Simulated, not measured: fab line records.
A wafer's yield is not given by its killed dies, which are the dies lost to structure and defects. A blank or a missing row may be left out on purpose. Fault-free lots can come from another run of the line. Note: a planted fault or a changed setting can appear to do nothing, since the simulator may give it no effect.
Matching of chambers :: flow n5_finfet :: N5_PMOS_HMC_CHANNEL_EPI_HM_OPEN_15 on rie_diel-06: 4 sister chambers
The step chemistry CHF3/O2, target SiO2, target depth 40.6 nm, time 20.3 s. 8 wafers are shown with their chamber, then 7 later ones without.

WAFERS PAIRED WITH THEIR CHAMBERS
wafer: L076.6
chamber: 0
drypump_motor_current_A (A): 5.8
rf_vpp_V (V): 510

wafer: L077.4
chamber: 1
drypump_motor_current_A (A): 5.9
rf_vpp_V (V): 525

wafer: L077.6
chamber: 2
drypump_motor_current_A (A): 5.2
rf_vpp_V (V): 517

wafer: L085.2
chamber: 3
drypump_motor_current_A (A): 5.3
rf_vpp_V (V): 532

wafer: L085.4
chamber: 1
drypump_motor_current_A (A): 5.9
rf_vpp_V (V): 525

wafer: L085.6
chamber: 3
drypump_motor_current_A (A): 5.3
rf_vpp_V (V): 532

wafer: L091.1
chamber: 2
drypump_motor_current_A (A): 5.3
rf_vpp_V (V): 518

wafer: L091.3
chamber: 0
drypump_motor_current_A (A): 5.8
rf_vpp_V (V): 510

WAFERS WITHOUT THEIR CHAMBER
wafer: L091.4
drypump_motor_current_A (A): 5.8
rf_vpp_V (V): 508

wafer: L092.2
drypump_motor_current_A (A): 5.8
rf_vpp_V (V): 510

wafer: L092.5
drypump_motor_current_A (A): 5.9
rf_vpp_V (V): 525

wafer: L092.6
drypump_motor_current_A (A): 5.8
rf_vpp_V (V): 509

wafer: L096.1
drypump_motor_current_A (A): 5.9
rf_vpp_V (V): 524

wafer: L096.2
drypump_motor_current_A (A): 5.8
rf_vpp_V (V): 509

wafer: L096.4
drypump_motor_current_A (A): 5.3
rf_vpp_V (V): 532

WHICH CHAMBER EACH WENT THROUGH
wafer: L091.4
from the rows above: 0
in truth: 0

wafer: L092.2
from the rows above: 0
in truth: 0

wafer: L092.5
from the rows above: 1
in truth: 1

wafer: L092.6
from the rows above: 0
in truth: 0

wafer: L096.1
from the rows above: 1
in truth: 1

wafer: L096.2
from the rows above: 0
in truth: 0

wafer: L096.4
from the rows above: 3
in truth: 3
Correct placement for 7 of the 7. Can't be placed from these rows: 0. Number placed wrongly: 0.
How it was worked out, from the rows above alone: a wafer's distance from a chamber is the root of the sum, over the readings, of the square of ((its reading less the chamber's mean) divided by the reading's scatter). The wafer belongs to the nearest chamber; if the next one is less than 2 further off, it can't be placed. A chamber's mean is the mean of its shown wafers. The scatter: the root of (the sum of the squares of (reading less its chamber's mean) over the shown wafers, divided by (wafers less chambers)).
